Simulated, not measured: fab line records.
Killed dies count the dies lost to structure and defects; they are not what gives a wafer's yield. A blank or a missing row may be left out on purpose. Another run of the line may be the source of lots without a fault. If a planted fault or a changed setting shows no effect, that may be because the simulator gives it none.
A lot that was struck, set against a sound lot | flow nand-harc | 15 out of 1159 route steps
Sound: wafers L846.4, L846.5, L846.6. Struck: wafer L857.5 (L857.1, L857.3, from the same lot, were not struck and are left out); the cause is given at the end.
For every step that has rows: the tool of each side, followed by ch and its chambers, followed by its first start. Under that, the readings that differ: sound wafers | struck wafers | difference of the means | sigmas: that difference in standard deviations of wafers without a fault.
alike: a reading whose means differ by less than 2 such deviations, as well as words and numbers matching on both sides. not compared: withheld readings; readings where some wafer has no value; bounds like >300 that might hide an equal value; numbers whose values overlap and for which the record gives no deviation.
A row with sigmas, a row that says differs or no value, or rows on one side alone: a step with any of these is where the two part. Non-overlapping numbers with no deviation appear without sigmas and do not part them. A reading missing from all wafers of one side parts the sides only when that side holds two or more wafers.

first, 8 steps without rows for these wafers: NHARC_THIN_TSV_DEHYDRATE_25 (time 120 s); NHARC_THIN_TSV_HMDS_26 (time 30 s); NHARC_THIN_TSV_COAT_27; NHARC_THIN_TSV_SOFTBAKE_28 (time 95 s); NHARC_THIN_TSV_EBR_29; NHARC_THIN_TSV_EXPOSE_30 (exposes mask PAD); NHARC_THIN_TSV_PEB_31 (peb time 85 s); NHARC_THIN_TSV_DEVELOP_32 (time 70 s).
NHARC_THIN_TSV_CD_MEAS_33 targets a cd of 5000 nm.
  sound on cd-sem-02 ch 0, day 20 16:41; struck on cd-sem-02 ch 0, day 23 18:50
  alike: cd-nm
then, 1 step without rows for these wafers: NHARC_THIN_TSV_HARDBAKE_34 (time 80 s).
NHARC_THIN_TSV_DESCUM_35: chemistry O2, time 3 s.
  sound on rie-diel-02 ch 0,2,3, day 20 16:52; struck on rie-diel-08 ch 2, day 23 18:59
  alike: drypump-motor-current-A, oes-product-au, rf-vpp-V, showerhead-plenum-p-Torr, throttle-valve-pct
  not compared: rf-hours-counter-h
NHARC_THIN_TSV_ETCH_59: etches the open film in Cl2/BCl3, target depth 880 nm, time 138.1 s.
  sound on rie-metal-03 ch 0,1, day 20 17:04; struck on rie-metal-03 ch 1, day 23 19:09
  alike: drypump-motor-current-A, oes-product-au, throttle-valve-pct
  not compared: rf-hours-counter-h
NHARC_THIN_TSV_ETCH_36: etches the open film in Cl2/BCl3, target depth 65 nm, time 18.571 s.
  sound on rie-metal-03 ch 0,1, day 20 17:14; struck on rie-metal-03 ch 0, day 23 19:23
  reading               | sound             | struck | difference | sigmas
  oes-product-au (a.u.) | 0.993 0.997 0.995 | 0.837  | -0.158     | -22
  alike: drypump-motor-current-A
  not compared: rf-hours-counter-h
NHARC_THIN_TSV_STRIP_56: strips in O2.
  sound on plasma-asher-02 ch 0,1, day 20 17:25; struck on plasma-asher-01 ch 0, day 23 19:41
  reading            | sound       | struck | difference | sigmas
  heater-power-w (W) | 300 305 310 | 344    | +39        | +2
  alike: drypump-motor-current-A
  not compared: rf-hours-counter-h
NHARC_END_SORT_01:
  the record has rows for the sound wafers here (prober-02 ch 0, day 21 10:37) and none for the struck ones

## WHERE THEY PART
Earliest at NHARC_THIN_TSV_ETCH_36; latest, in this record, at NHARC_END_SORT_01.

WHY: the cause the simulator had injected
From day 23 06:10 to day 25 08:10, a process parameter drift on rie-metal-03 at NHARC_THIN_TSV_ETCH_36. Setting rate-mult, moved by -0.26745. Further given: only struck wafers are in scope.
